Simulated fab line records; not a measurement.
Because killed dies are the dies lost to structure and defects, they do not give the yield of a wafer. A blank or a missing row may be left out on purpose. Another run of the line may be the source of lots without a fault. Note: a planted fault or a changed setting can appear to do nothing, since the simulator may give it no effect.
Chamber matching -- flow n5Finfet -- 3 sister chambers for N5_BEOL_M7_ILD_DEP_00 on pecvd-02
The step deposits SiCOH lowk from DEMS/porogen, target thk 179.75 nm, time 33.4 s. 5 wafers are shown with their chamber, then 7 later ones without.

== EACH WAFER AND ITS CHAMBER ==
wafer,chamber,throttleValvePct (%),showerheadPlenumPTorr (Torr)
L813.2,1,15.1,5.746
L813.5,0,14.1,5.750
L813.6,1,14.6,5.739
L814.1,0,13.9,5.752
L814.3,2,13.1,5.746

== WAFERS WITH NO CHAMBER GIVEN ==
wafer,throttleValvePct (%),showerheadPlenumPTorr (Torr)
L814.4,14.9,5.738
L818.1,13.8,5.756
L818.5,13.3,5.747
L818.6,14.6,5.745
L820.1,13.8,5.754
L820.2,14.5,5.767
L820.4,14.0,5.755

== THE CHAMBER EACH PASSED THROUGH ==
wafer,from the rows above,in truth
L814.4,1,1
L818.1,0,0
L818.5,2,2
L818.6,can't be placed: 1 or 0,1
L820.1,0,0
L820.2,0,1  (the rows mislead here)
L820.4,0,0
Correctly placed: 5 of 7. Not placeable from these rows: 1 (in 1, the candidates include the true chamber). Placed wrongly: 1.
How it was worked out, from the rows above alone: a wafer's distance from a chamber is the root of the sum, over the readings, of the square of ((its reading less the chamber's mean) divided by the reading's scatter). The wafer belongs to the nearest chamber; if the next one is less than 2 further off, it can't be placed. For every chamber, the mean is computed from those of its wafers that are shown. The scatter: the root of (the sum of the squares of (reading less its chamber's mean) over the shown wafers, divided by (wafers less chambers)).
